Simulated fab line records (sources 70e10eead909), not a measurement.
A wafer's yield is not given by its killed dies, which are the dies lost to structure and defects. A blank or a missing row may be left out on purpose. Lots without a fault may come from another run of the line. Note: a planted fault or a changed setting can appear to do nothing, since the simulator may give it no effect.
Chamber matching	flow nandHarc	pecvd-02 running NHARC_THIN_TSV_DEP_43: 3 sister chambers
The step deposits SiO2, target thk 1328.5 nm. 16 wafers are shown with their chamber, then 8 later ones without.

== WAFERS PAIRED WITH THEIR CHAMBERS ==
wafer	chamber	throttleValvePct (%)
L157.2	1	15.5
L157.3	2	16.4
L157.5	0	15.1
L158.1	1	15.7
L158.2	0	14.8
L158.4	1	15.7
L160.2	0	15.0
L160.3	2	16.3
L160.6	1	15.9
L161.1	2	16.3
L161.4	0	14.8
L161.5	2	16.6
L162.1	1	15.6
L162.3	2	16.5
L162.5	2	16.3
L163.3	0	15.0

SIGNATURES (averages over the wafers above)
reading	chamber 0	chamber 1	chamber 2	scatter within a chamber
throttleValvePct	14.940	15.680	16.400	0.136
Rule: for each reading, subtract the chamber's mean from the wafer's reading, divide by that reading's scatter and square the result; add these up over the readings and take the root, which gives the wafer's distance from the chamber. If the next closest chamber is less than 2 further off than the closest, the wafer can't be placed; otherwise it belongs to the closest. The scatter: take each reading less its chamber's mean, square it, sum over the shown wafers, divide by the number of wafers less the number of chambers, and take the root.

== WAFERS WITHOUT THEIR CHAMBER ==
wafer	throttleValvePct (%)
L163.5	15.1
L163.6	15.3
L166.2	15.8
L166.3	16.7
L166.5	16.5
L165.3	15.9
L165.5	15.0
L165.6	14.7

== WHICH CHAMBER EACH ONE RAN IN ==
wafer	from the rows above	in truth
L163.5	0	0
L163.6	can't be placed: 0 or 1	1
L166.2	1	1
L166.3	2	2
L166.5	2	2
L165.3	1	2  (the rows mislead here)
L165.5	0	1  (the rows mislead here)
L165.6	0	0
Correct placement for 5 of the 8. Not placeable from these rows: 1 (in 1, the candidates include the true chamber). Placed wrongly: 2.
